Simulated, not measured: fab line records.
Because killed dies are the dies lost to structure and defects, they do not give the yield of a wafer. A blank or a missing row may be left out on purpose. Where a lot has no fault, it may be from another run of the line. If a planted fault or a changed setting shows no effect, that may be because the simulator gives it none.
Comparing a struck lot with a sound one :: flow nand harc :: 13 out of 1302 route steps
Sound: the wafers L671.3, L671.4, L671.6. The struck wafers were L676.1, L676.4, L676.5. The cause is named last.
Per side, at each step with rows, come the tool, then ch with its chambers, and then its first start. Under that, the readings that differ: sound wafers :: struck wafers :: difference of the means :: sigmas: that difference in standard deviations of wafers without a fault.
alike: readings whose means differ by less than 2 such deviations, and words and numbers that are the same on both sides. not compared: withheld readings, readings that some wafer has no value for, bounds like >300 that may hide the same value, and numbers for which the record gives no deviation and whose values overlap.
Wherever a step has rows on one side only, a row that says differs or no value, or a row with sigmas, the two part there. Numbers that have no deviation but don't overlap get no sigmas and don't part them. Lack of a reading on every wafer of one side parts them only where that side has two or more wafers.

NHARC_P_CONTACT_CMP_24: polishes, t overpolish 30 s, target thk 200 nm.
  sound on cmp-01 ch 0,2,3, day 8 11:20; struck on cmp-02 ch 0,1,2, day 10 13:31
  alike: motor current A, overpolish run s, slurry filter dp kPa, slurry flow ml min, time to endpoint s
  not compared: pad life wafers
next, for these wafers, 1 step has no rows: NHARC_P_CONTACT_SRD_26.
NHARC_P_CONTACT_INSPECT_27:
  sound on defect inspect-02 at day 8 11:43; struck on defect inspect-02 at day 10 13:55
  alike: raw defect count
then, 8 steps without rows for these wafers: NHARC_P_M0_DEP_00 (deposits SiOC, target thk 150 nm); NHARC_P_M0_DEHYDRATE_01 (time 120 s); NHARC_P_M0_HMDS_02 (time 30 s); NHARC_P_M0_COAT_33 (time 65 s); NHARC_P_M0_COAT_03 (resist thk 90 nm); NHARC_P_M0_SOFTBAKE_04 (time 55 s); NHARC_P_M0_EBR_05; NHARC_P_M0_EXPOSE_06 (exposes mask P M0, target cd 90 nm).
NHARC_P_M0_PEB_07: peb time 65 s.
  sound on litho track-04 ch 0, day 8 12:32; struck on litho track-06, day 10 14:37
  no value came back on the struck wafers for chill plate temp C (C), exhaust pa (Pa); on the sound wafers chill plate temp C (C) reads 22.84 22.92 22.89
then, 1 step without rows for these wafers: NHARC_P_M0_DEVELOP_08 (develop time 35 s).

## WHERE THEY PART
At NHARC_P_M0_PEB_07 and nowhere else, as far as this record goes.

WHY: the cause the simulator had injected
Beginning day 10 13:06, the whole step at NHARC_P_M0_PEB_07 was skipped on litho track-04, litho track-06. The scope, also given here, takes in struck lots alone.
